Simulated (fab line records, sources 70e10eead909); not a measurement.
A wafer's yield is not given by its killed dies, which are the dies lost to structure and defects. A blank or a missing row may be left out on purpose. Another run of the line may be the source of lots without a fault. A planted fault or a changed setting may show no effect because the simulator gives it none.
Chamber matching	flow nandHarc	rieDiel-05 running NHARC_P_M0_STRIP_18: 4 sister chambers
The step strips in N2/H2. 20 wafers are shown with their chamber, then 10 later ones without.

== WAFERS WITH THEIR CHAMBER ==
wafer	chamber	drypumpMotorCurrentA (A)	rfVppV (V)	oesProductAu (a.u.)
L075.2	1	6.2	90.6	0.996
L075.3	2	5.1	89.8	1.004
L075.6	1	6.2	91.2	0.997
L076.1	1	6.2	90.3	0.998
L076.3	2	5.2	89.9	0.991
L076.4	0	5.1	90.7	0.991
L077.1	1	6.2	90.2	1.008
L077.4	2	5.1	90.2	1.000
L077.6	1	6.2	92.5	0.997
L078.1	3	5.2	91.4	1.007
L078.4	0	5.1	90.1	1.003
L078.5	2	5.1	89.7	0.993
L080.1	2	5.1	89.5	0.996
L080.2	0	5.1	90.1	0.998
L080.4	1	6.2	90.7	0.995
L082.2	1	6.2	90.5	1.002
L082.4	2	5.1	89.9	1.010
L082.6	0	5.1	90.4	1.001
L081.2	1	6.2	91.7	0.999
L081.3	2	5.1	89.8	1.009

SIGNATURES, as means of the wafers listed above
reading	chamber 0	chamber 1	chamber 2	chamber 3	scatter within a chamber
drypumpMotorCurrentA	5.100	6.200	5.114	5.200	0.0231
rfVppV	90.325	90.963	89.829	91.400	0.555
oesProductAu	0.99825	0.99900	1.00043	1.00700	0.00585
Rule: a wafer lies at a distance from a chamber equal to the root of the sum of squares, over the readings, of (its reading less the chamber's mean, divided by the reading's scatter). The wafer belongs to the nearest chamber; if the next one is less than 2 further off, it can't be placed. The scatter: the root of (the sum of the squares of (reading less its chamber's mean) over the shown wafers, divided by (wafers less chambers)).

== WAFERS WITH NO CHAMBER GIVEN ==
wafer	drypumpMotorCurrentA (A)	rfVppV (V)	oesProductAu (a.u.)
L081.4	5.2	90.4	1.002
L088.2	6.2	91.3	1.006
L088.5	5.1	91.4	1.017
L088.6	6.2	91.6	1.006
L090.1	5.1	89.6	1.003
L090.2	5.2	91.3	1.008
L090.5	5.1	89.5	1.004
L094.1	5.2	91.4	1.002
L094.5	6.2	90.2	1.001
L094.6	5.1	89.2	1.000

== WHICH CHAMBER EACH ONE RAN IN ==
wafer	from the rows above	in truth
L081.4	can't be placed: 3 or 2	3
L088.2	1	1
L088.5	can't be placed: 0 or 2 or 3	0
L088.6	1	1
L090.1	can't be placed: 2 or 0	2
L090.2	3	3
L090.5	can't be placed: 2 or 0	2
L094.1	3	3
L094.5	1	1
L094.6	can't be placed: 2 or 0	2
Correctly placed: 5 of 10. These rows do not allow placing 5 (true chamber among the candidates in 5). 0 placed wrongly.
